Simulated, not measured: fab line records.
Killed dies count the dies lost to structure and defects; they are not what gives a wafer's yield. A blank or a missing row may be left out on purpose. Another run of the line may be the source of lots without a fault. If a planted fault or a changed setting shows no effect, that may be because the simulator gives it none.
A lot that was struck, set against a sound lot    flow n5 finfet    19 out of 1938 route steps
Sound: wafers L569.1, L569.3, L569.6. Wafers struck: L588.4, L588.5, L588.6. Last of all comes the cause.
Per side, at each step with rows, come the tool, then ch with its chambers, and then its first start. Under that, the readings that differ: sound wafers    struck wafers    difference of the means    sigmas: that difference in standard deviations of wafers without a fault.
alike: readings whose means differ by less than 2 such deviations, and words and numbers that are the same on both sides. not compared: withheld readings, readings that some wafer has no value for, bounds like >300 that may hide the same value, and numbers for which the record gives no deviation and whose values overlap.
Wherever a step has rows on one side only, a row that says differs or no value, or a row with sigmas, the two part there. Numbers that have no deviation but don't overlap get no sigmas and don't part them. A reading missing from all wafers of one side parts the sides only when that side holds two or more wafers.

N5_PMOS_HMC_CHANNEL_EPI_OVL_MEAS_10:
  sound on overlay-02 ch 0, day 2 04:59; struck on overlay-01 ch 0, day 6 23:47
  alike: PMOS_HMC_BLK_OVL
N5_PMOS_HMC_CHANNEL_EPI_INSPECT_11: inspects for defects (macro).
  sound on defect inspect-02 at day 2 05:01; struck on defect inspect-01 at day 6 23:49
  alike: raw defect count
N5_PMOS_HMC_CHANNEL_EPI_DESCUM_14: chemistry O2, time 7.9 s.
  sound on rie diel-05 ch 2,3, day 2 05:03; struck on rie diel-05 ch 0,2,3, day 6 23:50
  alike: drypump motor current A, oes product au, rf vpp V, showerhead plenum p Torr, temp c, throttle valve pct
  not compared: rf hours counter h
N5_PMOS_HMC_CHANNEL_EPI_ETCH_32: etches BARC in N2/H2, stops on SiO2, target depth 85.8 nm, time 50.3 s.
  sound on rie diel-05 ch 2,3, day 2 05:05; struck on rie diel-05 ch 0,2,3, day 6 23:53
  alike: drypump motor current A, oes product au, rf vpp V, showerhead plenum p Torr, throttle valve pct
  not compared: rf hours counter h
N5_PMOS_HMC_CHANNEL_EPI_HM_OPEN_15: chemistry CHF3/O2, target SiO2, target depth 40.6 nm, time 20.3 s.
  sound on rie diel-05 ch 2,3, day 2 05:08; struck on rie diel-05 ch 0,2,3, day 6 23:55
  alike: O2_flow_sccm, drypump motor current A, mfc ar sccm, oes product au, rf vpp V, showerhead plenum p Torr, throttle valve pct
  not compared: rf hours counter h
N5_PMOS_HMC_CHANNEL_EPI_STRIP_33: strips in N2/H2.
  sound on rie diel-05 ch 2,3, day 2 05:11; struck on rie diel-05 ch 0,2,3, day 6 23:58
  alike: drypump motor current A, oes product au, rf vpp V, showerhead plenum p Torr, temp c, throttle valve pct
  not compared: rf hours counter h
then, 6 steps without rows for these wafers: N5_PMOS_HMC_CHANNEL_EPI_STRIP_17 (strips in SPM, time 750 s); N5_PMOS_HMC_CHANNEL_EPI_ETCH_38 (etches SiO2 in CF4, target depth 1.5 nm); N5_PMOS_HMC_CHANNEL_EPI_FIN_RECESS_16 (chemistry HBr/Cl2, target Si, target depth 54 nm, time 18 s); N5_PMOS_HMC_CHANNEL_EPI_PRECLEAN_36 (cleans in O3/DIW, time 45 s); N5_PMOS_HMC_CHANNEL_EPI_PRECLEAN_18 (cleans in DHF, time 30 s); N5_PMOS_HMC_CHANNEL_EPI_SRD_19 (time 30 s).
N5_PMOS_HMC_CHANNEL_EPI_EPI_20: deposits SiGe30, target thk 59 nm.
  struck on epi rpcvd-02, day 7 01:04; sound on epi rpcvd-03 ch 0, day 2 05:41
  no value came back on the struck wafers for chamber pressure Torr (Torr), lamp inner pct (%); on the sound wafers chamber pressure Torr (Torr) reads 20.00 19.96 19.94
then, 2 steps without rows for these wafers: N5_PMOS_HMC_CHANNEL_EPI_HM_STRIP_35 (strips SiO2 in dHF, material SiO2, target depth 39.6 nm, time 216 s); N5_PMOS_HMC_CHANNEL_EPI_SRD_39 (time 30 s).
N5_PMOS_HMC_CHANNEL_EPI_CMP_21: polishes SiGe30, target thk 54 nm.
  sound on cmp-02 ch 0,2,3, day 2 07:05; struck on cmp-02 ch 0,2,3, day 7 01:55
  alike: motor current A
then, 1 step without rows for these wafers: N5_PMOS_HMC_CHANNEL_EPI_PRECLEAN_40 (cleans in DHF, time 30 s).
N5_BEOL_M4_RC_MEAS_101:
  the record has rows for the sound wafers here (prober-01 ch 0, day 8 17:27) and none for the struck ones
-- the record jumps here: 10 days lie between the struck wafers' starts before and after (it left off in module BEOL_M4 and takes up again in module PASSIVATION, whose first step shown is number 1936 of the route) --
N5_PASSIVATION_PROBE_49:
  sound on prober-02 at day 12 19:47; struck on prober-01 at day 16 20:11
reading                   sound           struck          difference  sigmas
defect limited yield (%)  90.9 90.0 91.8  0 0 0           -91         -65
killed_at_M0_to_M3        31 42 25        12 12 13        -20         -2
killed at contacts        20 6 22         2 2 3           -14         -2
killed at front end       48 50 41        1162 1165 1164  +1117       +99 or more
killed dies               107 118 97      1180 1180 1180  +1073       +67
killed on rim             14 11 12        152 152 152     +140        +41
killed open               74 77 62        18 18 17        -53         -4
killed short              33 41 32        8 8 7           -28         -4
sort_bin_5_function (%)   5.4 5.8 4.9     74.1 73.6 74.2  +68.6       +75
sort n pass               1073 1062 1083  0 0 0           -1073       -67
sort yield pct (%)        90.9 90.0 91.8  0 0 0           -91         -65
  alike: killed_at_M4_up, killed at other, sort_bin_6_memory

## WHERE THEY PART
Last at N5_PASSIVATION_PROBE_49 as far as this record goes, first at N5_PMOS_HMC_CHANNEL_EPI_EPI_20.

WHY: the cause the simulator had injected
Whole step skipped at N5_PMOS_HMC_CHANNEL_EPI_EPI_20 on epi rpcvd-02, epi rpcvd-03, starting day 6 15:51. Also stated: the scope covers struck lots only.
